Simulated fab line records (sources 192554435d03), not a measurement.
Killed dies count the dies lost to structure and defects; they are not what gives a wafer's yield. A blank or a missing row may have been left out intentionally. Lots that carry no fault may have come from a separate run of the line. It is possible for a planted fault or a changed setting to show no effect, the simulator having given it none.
Matching of chambers    flow n5 finfet    4 sister chambers for N5_MOL_CONTACT_COAG_ALD_20 on ald metal-03
The step deposits TiN, target thk 1.5 nm, pulse time 1 s, purge time 3 s. 4 wafers are shown with their chamber, then 7 later ones without.

== WAFERS PAIRED WITH THEIR CHAMBERS ==
wafer   chamber  heater power w (W)
L665.3  1        1059
L666.2  3        1001
L668.2  2        828
L668.3  0        940

== WAFERS WITH NO CHAMBER GIVEN ==
wafer   heater power w (W)
L668.4  1068
L677.2  1075
L677.3  1003
L677.4  846
L678.1  954
L678.2  995
L678.6  836

== THE CHAMBER EACH PASSED THROUGH ==
wafer   from the rows above  in truth
L668.4  1                    1
L677.2  1                    1
L677.3  3                    3
L677.4  2                    2
L678.1  0                    0
L678.2  3                    3
L678.6  2                    2
Correct placement for 7 of the 7. Number that these rows cannot place: 0. Placed wrongly: 0.
How it was worked out, from the rows above alone: a wafer's distance from a chamber is the root of the sum, over the readings, of the square of ((its reading less the chamber's mean) divided by the reading's scatter). The wafer belongs to the nearest chamber; if the next one is less than 2 further off, it can't be placed. A chamber's mean is the mean of its shown wafers. The scatter: root of mean squared gap, hidden wafer to nearest shown wafer, with one shown wafer a chamber.
